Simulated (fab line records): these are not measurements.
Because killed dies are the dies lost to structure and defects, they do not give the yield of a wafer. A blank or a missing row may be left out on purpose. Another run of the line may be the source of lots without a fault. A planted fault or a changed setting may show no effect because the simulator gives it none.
Struck lot and sound lot, side by side -- flow nand-harc -- 15 out of 1302 route steps
Sound: wafers L657.2, L657.3, L657.6. Wafers L664.1, L664.5, L664.6 were the ones struck. The cause is given at the end.
At each step with rows: each side's tool, then ch and its chambers, then its first start. Under that, the readings that differ: sound wafers -- struck wafers -- difference of the means -- sigmas: that difference in standard deviations of wafers without a fault.
alike: readings whose means differ by less than 2 such deviations, and words and numbers that are the same on both sides. not compared: withheld readings, readings that some wafer has no value for, bounds like >300 that may hide the same value, and numbers for which the record gives no deviation and whose values overlap.
A row with sigmas, a row that says differs or no value, or rows on one side alone: a step with any of these is where the two part. Numbers that don't overlap but have no deviation are shown without sigmas and don't part them. A reading missing from all wafers of one side parts the sides only when that side holds two or more wafers.

first, 1 step without rows for these wafers: NHARC_A_ONON_D1_DEP_06 (target thk 1000 nm).
NHARC_A_ONON_D1_THK_MEAS_08: measures by ellipsometry.
  sound on film-metro-02 at day 12 12:59; struck on film-metro-01 at day 15 13:16
  alike: thk-nm
then, 1 step without rows for these wafers: NHARC_A_ONON_D1_DEP_09 (target thk 1000 nm).
NHARC_A_ONON_D1_THK_MEAS_11: measures by ellipsometry.
  sound on film-metro-02 at day 12 13:32; struck on film-metro-02 at day 15 13:49
  alike: thk-nm
then, 1 step without rows for these wafers: NHARC_A_ONON_D1_DEP_12 (target thk 1000 nm).
NHARC_A_ONON_D1_THK_MEAS_14: measures by ellipsometry.
  sound on film-metro-02 at day 12 14:07; struck on film-metro-01 at day 15 14:23
  alike: thk-nm
then, 2 steps without rows for these wafers: NHARC_A_ONON_D1_ANNEAL_15 (time 3600 s); NHARC_A_ONON_D1_DEP_16 (target thk 1000 nm).
NHARC_A_ONON_D1_THK_MEAS_18: measures by ellipsometry.
  sound on film-metro-02 at day 12 22:40; struck on film-metro-01 at day 15 22:17
reading,sound,struck,difference,sigmas
thk-nm (nm),1013 1015 1015,999 997 999,-16,-2
then, 1 step without rows for these wafers: NHARC_A_ONON_D1_DEP_19 (target thk 1000 nm).
NHARC_A_ONON_D1_THK_MEAS_21: measures by ellipsometry.
  sound on film-metro-01 at day 12 23:14; struck on film-metro-01 at day 15 22:50
reading,sound,struck,difference,sigmas
thk-nm (nm),996 995 997,1009 1010 1010,+14,+2
NHARC_A_ONON_D1_DEP_22: target thk 1000 nm.
  sound on pecvd-onon-04 ch 0, day 12 23:20; struck on pecvd-onon-03 ch 0, day 15 22:54
NHARC_A_ONON_D1_THK_MEAS_24: measures by ellipsometry.
  sound on film-metro-02 at day 12 23:48; struck on film-metro-02 at day 15 23:25
reading,sound,struck,difference,sigmas
thk-nm (nm),999 998 999,1459 1460 1461,+461,+51
then, 1 step without rows for these wafers: NHARC_A_ONON_D1_DEP_25 (target thk 1000 nm).
-- the record jumps here: 16 days lie between the struck wafers' starts before and after (it left off in module A_ONON_D1 and takes up again in module END, whose first step shown is number 1302 of the route) --
NHARC_END_SORT_01:
  the record has rows for the struck wafers here (prober-01 ch 0, day 31 21:07) and none for the sound ones

## WHERE THEY PART
Earliest at NHARC_A_ONON_D1_THK_MEAS_18; latest, in this record, at NHARC_END_SORT_01.

WHY: what the simulator had put in
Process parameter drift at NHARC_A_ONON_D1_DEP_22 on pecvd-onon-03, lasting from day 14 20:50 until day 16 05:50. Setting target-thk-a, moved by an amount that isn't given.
